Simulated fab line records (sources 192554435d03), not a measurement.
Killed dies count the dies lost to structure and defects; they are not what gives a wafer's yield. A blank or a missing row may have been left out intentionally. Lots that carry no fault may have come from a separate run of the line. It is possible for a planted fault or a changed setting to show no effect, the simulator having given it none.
Which of the tools did it? :: flow n5Finfet :: 29 wafers from 11 lots sampled at 6 of the route's 1938 steps

WHAT THE GAUGES SHOWED, per wafer
N5_ZERO_LAYER_CD_MEAS_11: the cd target is 2000 nm. Usual: cdNm reads 2000.1 nm (standard deviation 2.8).
lot: L479
measured: day 1 18:38
on: cdSem-03
cdNm (nm): 1996.9 1999.0 2000.0
flag: 

lot: L481
measured: day 2 06:46
on: cdSem-01
cdNm (nm): 1998.9 1997.9 2000.2
flag: 

lot: L487
measured: day 3 18:38
on: cdSem-02
cdNm (nm): 1999.6 1994.2
flag: 

lot: L488
measured: day 4 00:40
on: cdSem-01
cdNm (nm): 2002.0 2003.6
flag: 

lot: L489
measured: day 4 06:46
on: cdSem-02
cdNm (nm): 2003.6 2004.0
flag: 

lot: L491
measured: day 4 18:47
on: cdSem-01
cdNm (nm): 2001.4 1998.7 2000.5
flag: 

lot: L494
measured: day 5 12:46
on: cdSem-01
cdNm (nm): 1997.1 1998.7 1995.8
flag: 

lot: L497
measured: day 6 06:38
on: cdSem-01
cdNm (nm): 2001.8 2005.4 2001.7
flag: 

lot: L498
measured: day 6 12:47
on: cdSem-02
cdNm (nm): 1998.4 1997.1 1995.8
flag: 

lot: L500
measured: day 7 00:38
on: cdSem-03
cdNm (nm): 2002.5 2003.4 2000.7
flag: 

lot: L501
measured: day 7 06:39
on: cdSem-01
cdNm (nm): 2002.3 2000.1
flag: 

N5_WELL_APT_CD_MEAS_25: the cd target is 200 nm. Usual: cdNm reads 198.9 nm (standard deviation 2.7).
lot: L479
measured: day 1 21:22
on: cdSem-03
cdNm (nm): 202.8 200.7 200.8
flag: 

lot: L481
measured: day 2 08:49
on: cdSem-02
cdNm (nm): 197.4 196.2 200.0
flag: 

lot: L487
measured: day 3 21:49
on: cdSem-03
cdNm (nm): 189.6 193.4
flag: 

lot: L488
measured: day 4 02:49
on: cdSem-03
cdNm (nm): 187.1 196.9
flag: 

lot: L489
measured: day 4 09:10
on: cdSem-02
cdNm (nm): 199.2 183.2
flag: 

lot: L491
measured: day 4 20:57
on: cdSem-03
cdNm (nm): 201.1 201.4 200.2
flag: 

lot: L494
measured: day 5 15:05
on: cdSem-02
cdNm (nm): 199.8 202.5 195.9
flag: 

lot: L497
measured: day 6 08:48
on: cdSem-03
cdNm (nm): 194.6 198.2 195.6
flag: 

lot: L498
measured: day 6 14:49
on: cdSem-02
cdNm (nm): 201.7 199.7 203.8
flag: 

lot: L500
measured: day 7 03:36
on: cdSem-02
cdNm (nm): 199.5 202.4 196.2
flag: 

lot: L501
measured: day 7 08:45
on: cdSem-02
cdNm (nm): 200.7 200.1
flag: 

N5_PMOS_HMC_CHANNEL_EPI_OVL_MEAS_10. Usual: PMOS_HMC_BLK_OVL gives 0.2 nm (standard deviation 0.86).
lot: L479
measured: day 1 23:35
on: overlay-01
PMOS_HMC_BLK_OVL (nm): -1.3 -0.1 -1.4
flag: 

lot: L481
measured: day 2 11:22
on: overlay-01
PMOS_HMC_BLK_OVL (nm): -0.8 -1.7 -0.7
flag: 

lot: L487
measured: day 4 00:06
on: overlay-01
PMOS_HMC_BLK_OVL (nm): 0.3 0.8
flag: 

lot: L488
measured: day 4 05:28
on: overlay-01
PMOS_HMC_BLK_OVL (nm): -0.5 -0.5
flag: 

lot: L489
measured: day 4 11:20
on: overlay-01
PMOS_HMC_BLK_OVL (nm): -0.8 -0.3
flag: 

lot: L491
measured: day 4 23:12
on: overlay-02
PMOS_HMC_BLK_OVL (nm): 0.3 1.5 0.6
flag: 

lot: L494
measured: day 5 17:28
on: overlay-01
PMOS_HMC_BLK_OVL (nm): -0.1 0.5 0.3
flag: 

lot: L497
measured: day 6 11:03
on: overlay-02
PMOS_HMC_BLK_OVL (nm): 1.2 0.6 0.7
flag: 

lot: L498
measured: day 6 17:07
on: overlay-02
PMOS_HMC_BLK_OVL (nm): 0.2 1.2 1.9
flag: 

lot: L500
measured: day 7 05:43
on: overlay-01
PMOS_HMC_BLK_OVL (nm): 0.0 0.7 1.5
flag: 

lot: L501
measured: day 7 10:56
on: overlay-02
PMOS_HMC_BLK_OVL (nm): 0.1 -1.3
flag: 

N5_BEOL_M4_RC_MEAS_101. Usual: DIBL_N 36.8 mV/V, standard deviation 2.2; DIBL_P 37.0 mV/V, standard deviation 2.8; IOFF_N 0.18 nA/um, standard deviation 0.043; IOFF_P 0.23 nA/um, standard deviation 0.05; ION_N 680 uA/um, standard deviation 14; ION_P 466 uA/um, standard deviation 9.1; SS_N 71.7 mV/dec, standard deviation 0.74; SS_P 73.5 mV/dec, standard deviation 0.79; VT_N 248 mV, standard deviation 4; VT_P -249 mV, standard deviation 4.1.
lot: L479
measured: day 8 09:34
on: prober-02
DIBL_N (mV/V): 37.8 34.9 38.9
DIBL_P (mV/V): 36.7 33.9 38.6
IOFF_N (nA/um): 0.16 0.13 0.19
IOFF_P (nA/um): 0.19 0.17 0.23
ION_N (uA/um): 666 677 688
ION_P (uA/um): 450 462 463
SS_N (mV/dec): 71.9 69.7 71.8
SS_P (mV/dec): 73.9 73.0 73.7
VT_N (mV): 249 252 248
VT_P (mV): -254 -255 -251
flag: 

lot: L481
measured: day 9 05:10
on: prober-01
DIBL_N (mV/V): 35.7 36.3 37.7
DIBL_P (mV/V): 36.9 38.2 40.2
IOFF_N (nA/um): 0.18 0.17 0.23
IOFF_P (nA/um): 0.19 0.19 0.24
ION_N (uA/um): 677 667 700
ION_P (uA/um): 453 456 467
SS_N (mV/dec): 71.6 71.6 72.0
SS_P (mV/dec): 73.4 73.1 73.6
VT_N (mV): 243 253 244
VT_P (mV): -254 -253 -250
flag: 

lot: L487
measured: day 10 14:59
on: prober-01
DIBL_N (mV/V): 36.7 36.1
DIBL_P (mV/V): 37.0 36.3
IOFF_N (nA/um): 0.18 0.17
IOFF_P (nA/um): 0.25 0.24
ION_N (uA/um): 681 673
ION_P (uA/um): 472 471
SS_N (mV/dec): 71.6 72.1
SS_P (mV/dec): 73.8 73.8
VT_N (mV): 246 249
VT_P (mV): -245 -248
flag: 

lot: L488
measured: day 10 14:43
on: prober-02
DIBL_N (mV/V): 40.1 38.5
DIBL_P (mV/V): 39.8 38.5
IOFF_N (nA/um): 0.20 0.19
IOFF_P (nA/um): 0.30 0.28
ION_N (uA/um): 671 681
ION_P (uA/um): 470 477
SS_N (mV/dec): 72.0 71.6
SS_P (mV/dec): 74.3 73.3
VT_N (mV): 249 246
VT_P (mV): -244 -243
flag: 

lot: L489
measured: day 10 16:55
on: prober-02
DIBL_N (mV/V): 34.7 41.5
DIBL_P (mV/V): 34.0 41.0
IOFF_N (nA/um): 0.14 0.31
IOFF_P (nA/um): 0.24 0.40
ION_N (uA/um): 676 701
ION_P (uA/um): 480 489
SS_N (mV/dec): 70.9 72.6
SS_P (mV/dec): 73.9 74.7
VT_N (mV): 251 239
VT_P (mV): -245 -237
flag: 

lot: L491
measured: day 11 07:29
on: prober-02
DIBL_N (mV/V): 36.1 35.9 37.0
DIBL_P (mV/V): 36.5 35.4 37.1
IOFF_N (nA/um): 0.15 0.16 0.17
IOFF_P (nA/um): 0.20 0.20 0.23
ION_N (uA/um): 674 684 683
ION_P (uA/um): 462 460 463
SS_N (mV/dec): 71.9 71.3 71.3
SS_P (mV/dec): 73.4 73.3 73.4
VT_N (mV): 251 248 248
VT_P (mV): -251 -251 -248
flag: 

lot: L494
measured: day 11 15:13
on: prober-02
DIBL_N (mV/V): 38.0 38.0 34.9
DIBL_P (mV/V): 35.6 37.6 31.6
IOFF_N (nA/um): 0.16 0.18 0.12
IOFF_P (nA/um): 0.18 0.21 0.13
ION_N (uA/um): 675 678 662
ION_P (uA/um): 453 454 448
SS_N (mV/dec): 71.6 72.3 71.6
SS_P (mV/dec): 73.2 73.6 72.1
VT_N (mV): 249 249 254
VT_P (mV): -254 -251 -256
flag: 

lot: L497
measured: day 12 20:40
on: prober-01
DIBL_N (mV/V): 33.8 36.8 38.4
DIBL_P (mV/V): 32.3 36.9 38.7
IOFF_N (nA/um): 0.13 0.18 0.23
IOFF_P (nA/um): 0.18 0.25 0.27
ION_N (uA/um): 664 682 700
ION_P (uA/um): 461 468 479
SS_N (mV/dec): 71.4 71.5 71.8
SS_P (mV/dec): 72.0 72.8 73.7
VT_N (mV): 253 247 242
VT_P (mV): -252 -249 -248
flag: 

lot: L498
measured: day 13 05:25
on: prober-02
DIBL_N (mV/V): 38.8 37.5 37.8
DIBL_P (mV/V): 40.2 39.5 38.9
IOFF_N (nA/um): 0.22 0.20 0.18
IOFF_P (nA/um): 0.29 0.29 0.25
ION_N (uA/um): 696 696 679
ION_P (uA/um): 472 480 466
SS_N (mV/dec): 72.0 72.4 72.2
SS_P (mV/dec): 74.7 74.3 74.3
VT_N (mV): 247 245 249
VT_P (mV): -244 -244 -245
flag: 

lot: L500
measured: day 13 10:34
on: prober-01
DIBL_N (mV/V): 33.4 37.3 35.5
DIBL_P (mV/V): 34.3 39.2 37.2
IOFF_N (nA/um): 0.12 0.20 0.15
IOFF_P (nA/um): 0.17 0.25 0.22
ION_N (uA/um): 671 687 670
ION_P (uA/um): 460 468 466
SS_N (mV/dec): 70.6 71.6 71.4
SS_P (mV/dec): 73.1 73.7 73.1
VT_N (mV): 256 246 251
VT_P (mV): -255 -250 -250
flag: 

lot: L501
measured: day 13 11:31
on: prober-02
DIBL_N (mV/V): 36.7 37.7
DIBL_P (mV/V): 37.9 40.2
IOFF_N (nA/um): 0.20 0.22
IOFF_P (nA/um): 0.26 0.31
ION_N (uA/um): 686 701
ION_P (uA/um): 474 487
SS_N (mV/dec): 72.2 72.3
SS_P (mV/dec): 73.6 74.8
VT_N (mV): 243 242
VT_P (mV): -244 -241
flag: 

TOOL THAT RAN EACH LOT (tool first, then ch and the chambers of the sampled wafers, then the start)
lot: L479
N5_WELL_APT_EXPOSE_22: krfScanner-02 ch 0, day 1 21:12
N5_WELL_APT_RTA_34: rtpAnneal-02 ch 0, day 1 22:14

lot: L481
N5_WELL_APT_EXPOSE_22: krfScanner-01 ch 0, day 2 08:39
N5_WELL_APT_RTA_34: rtpAnneal-01 ch 0, day 2 09:49

lot: L487
N5_WELL_APT_EXPOSE_22: krfScanner-02 ch 0, day 3 21:40
N5_WELL_APT_RTA_34: rtpAnneal-02 ch 0, day 3 22:41

lot: L488
N5_WELL_APT_EXPOSE_22: krfScanner-02 ch 0, day 4 02:40
N5_WELL_APT_RTA_34: rtpAnneal-01 ch 0, day 4 03:55

lot: L489
N5_WELL_APT_EXPOSE_22: krfScanner-02 ch 0, day 4 08:59
N5_WELL_APT_RTA_34: rtpAnneal-02 ch 0, day 4 10:10

lot: L491
N5_WELL_APT_EXPOSE_22: krfScanner-01 ch 0, day 4 20:47
N5_WELL_APT_RTA_34: rtpAnneal-01 ch 0, day 4 21:48

lot: L494
N5_WELL_APT_EXPOSE_22: krfScanner-01 ch 0, day 5 14:54
N5_WELL_APT_RTA_34: rtpAnneal-01 ch 0, day 5 16:07

lot: L497
N5_WELL_APT_EXPOSE_22: krfScanner-01 ch 0, day 6 08:38
N5_WELL_APT_RTA_34: rtpAnneal-02 ch 0, day 6 09:43

lot: L498
N5_WELL_APT_EXPOSE_22: krfScanner-01 ch 0, day 6 14:39
N5_WELL_APT_RTA_34: rtpAnneal-01 ch 0, day 6 15:40

lot: L500
N5_WELL_APT_EXPOSE_22: krfScanner-01 ch 0, day 7 03:26
N5_WELL_APT_RTA_34: rtpAnneal-01 ch 0, day 7 04:29

lot: L501
N5_WELL_APT_EXPOSE_22: krfScanner-01 ch 0, day 7 08:36
N5_WELL_APT_RTA_34: rtpAnneal-01 ch 0, day 7 09:41
- N5_WELL_APT_EXPOSE_22: exposes mask PWELL, defocus 0 nm, target cd 200 nm.
- N5_WELL_APT_RTA_34: time 10 s.

AS READ BY THE TOOLS THEMSELVES (means over the sampled wafers that have a number; for cases with no such wafer, the mark the record gives instead)
N5_WELL_APT_RTA_34. Usual: lampPowerPct 13.00 %, standard deviation 0.052; lamp_zone_3_pct 12.991 %, standard deviation 0.029; wafer_temp_C_max 1003.6, standard deviation 1.
lot: L479
tool: rtpAnneal-02
lampPowerPct (%): 12.99
lamp_zone_3_pct (%): 13.000
wafer_temp_C_max: 1003.1
flag: 

lot: L481
tool: rtpAnneal-01
lampPowerPct (%): 13.05
lamp_zone_3_pct (%): 13.010
wafer_temp_C_max: 1003.9
flag: 

lot: L487
tool: rtpAnneal-02
lampPowerPct (%): 12.96
lamp_zone_3_pct (%): 12.998
wafer_temp_C_max: 1003.6
flag: 

lot: L488
tool: rtpAnneal-01
lampPowerPct (%): 12.98
lamp_zone_3_pct (%): 12.970
wafer_temp_C_max: 1003.9
flag: 

lot: L489
tool: rtpAnneal-02
lampPowerPct (%): 13.00
lamp_zone_3_pct (%): 13.000
wafer_temp_C_max: 1005.1
flag: 

lot: L491
tool: rtpAnneal-01
lampPowerPct (%): 13.00
lamp_zone_3_pct (%): 12.971
wafer_temp_C_max: 1003.5
flag: 

lot: L494
tool: rtpAnneal-01
lampPowerPct (%): 13.07
lamp_zone_3_pct (%): 12.997
wafer_temp_C_max: 1003.7
flag: 

lot: L497
tool: rtpAnneal-02
lampPowerPct (%): 12.95
lamp_zone_3_pct (%): 12.990
wafer_temp_C_max: 1005.4
flag: 

lot: L498
tool: rtpAnneal-01
lampPowerPct (%): 13.01
lamp_zone_3_pct (%): 12.989
wafer_temp_C_max: 1002.5
flag: 

lot: L500
tool: rtpAnneal-01
lampPowerPct (%): 13.02
lamp_zone_3_pct (%): 12.989
wafer_temp_C_max: 1003.8
flag: 

lot: L501
tool: rtpAnneal-01
lampPowerPct (%): 12.95
lamp_zone_3_pct (%): 12.947
wafer_temp_C_max: 1004.0
flag: 

THE ANSWER, worked out from the rows above alone
Rule: lot off if the mean of its wafers having a number is beyond 3 standard deviations from the usual mean. Also off: a lot with no number at a reading for which 4 or more lots have one. The other lots that the step has rows for count as sound. The gauges are gone through in route order, then the tools' own readings, and for those a lot's mean is taken as printed above. The first step at which some lot is off is used, and at that step the reading that is off furthest; a lot without a number counts as furthest.
Across all readings shown, no lot is off: no conclusion can be drawn from this.

WHAT THE SIMULATOR PUT IN
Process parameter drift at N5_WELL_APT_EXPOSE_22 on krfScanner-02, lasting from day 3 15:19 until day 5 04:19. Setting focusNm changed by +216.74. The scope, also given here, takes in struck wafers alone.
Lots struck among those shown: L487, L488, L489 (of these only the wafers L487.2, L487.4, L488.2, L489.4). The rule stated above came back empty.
